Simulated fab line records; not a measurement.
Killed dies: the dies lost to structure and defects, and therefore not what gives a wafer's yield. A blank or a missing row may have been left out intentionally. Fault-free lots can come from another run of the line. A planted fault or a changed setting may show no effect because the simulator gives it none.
A lot that was struck, set against a sound lot	flow nand-harc	13 out of 1302 route steps
Sound: these wafers, L847.1, L847.3, L847.5. Wafers L857.2, L857.3, L857.5 were the ones struck. The cause is named last.
Order at every step that has rows: each side's tool, ch and its chambers, its first start. Under that, the readings that differ: sound wafers	struck wafers	difference of the means	sigmas: that difference in standard deviations of wafers without a fault.
alike: readings whose means differ by less than 2 such deviations, and words and numbers that are the same on both sides. not compared: withheld readings, readings that some wafer has no value for, bounds like >300 that may hide the same value, and numbers for which the record gives no deviation and whose values overlap.
A row with sigmas, a row that says differs or no value, or rows on one side alone: a step with any of these is where the two part. Numbers that don't overlap but have no deviation are shown without sigmas and don't part them. A reading that every wafer of one side lacks parts them only if that side has two wafers or more.

NHARC_A_SOURCE_PLATE_THK_MEAS_09: measures by ellipsometry.
  sound on film-metro-02, day 8 09:24; struck on film-metro-01, day 13 05:59
  alike: thk-nm
then, 3 steps without rows for these wafers: NHARC_A_SOURCE_PLATE_PVD_04 (deposits WSi2, target thk 50 nm); NHARC_A_SOURCE_PLATE_CVD_03 (deposits poly-Si, target thk 200 nm, time 4000 s); NHARC_A_SOURCE_PLATE_ANNEAL_05 (time 1800 s).
NHARC_A_SOURCE_PLATE_THK_MEAS_06: measures by ellipsometry.
  sound on film-metro-01, day 8 21:58; struck on film-metro-01, day 13 16:31
  alike: thk-nm
NHARC_A_SOURCE_PLATE_INSPECT_08:
  sound on defect-inspect-01, day 8 22:02; struck on defect-inspect-02, day 13 16:37
  alike: raw-defect-count
then, 1 step without rows for these wafers: NHARC_A_ONON_D1_DEP_00 (target thk 1000 nm).
NHARC_A_ONON_D1_THK_MEAS_02: measures by ellipsometry.
  sound on film-metro-01, day 8 22:37; struck on film-metro-02, day 13 17:11
  alike: thk-nm
then, 1 step without rows for these wafers: NHARC_A_ONON_D1_DEP_03 (target thk 1000 nm).
NHARC_A_ONON_D1_THK_MEAS_05: measures by ellipsometry.
  sound on film-metro-01, day 8 23:10; struck on film-metro-01, day 13 17:45
  alike: thk-nm
NHARC_A_ONON_D1_DEP_06: target thk 1000 nm.
  sound on pecvd-onon-01 ch 0, day 8 23:14; struck on pecvd-onon-04 ch 0, day 13 17:52
  alike: nh3-flow-sccm
NHARC_A_ONON_D1_THK_MEAS_08: measures by ellipsometry.
  sound on film-metro-02, day 8 23:44; struck on film-metro-02, day 13 18:29
reading	sound	struck	difference	sigmas
thk-nm (nm)	997 998 1000	1620 1621 1620	+622	+57
  not compared: hold
next, for these wafers, 1 step has no rows: NHARC_END_SORT_01.

WHERE THEY PART
Only at NHARC_A_ONON_D1_THK_MEAS_08, within this record.

WHY: what had been put in by the simulator
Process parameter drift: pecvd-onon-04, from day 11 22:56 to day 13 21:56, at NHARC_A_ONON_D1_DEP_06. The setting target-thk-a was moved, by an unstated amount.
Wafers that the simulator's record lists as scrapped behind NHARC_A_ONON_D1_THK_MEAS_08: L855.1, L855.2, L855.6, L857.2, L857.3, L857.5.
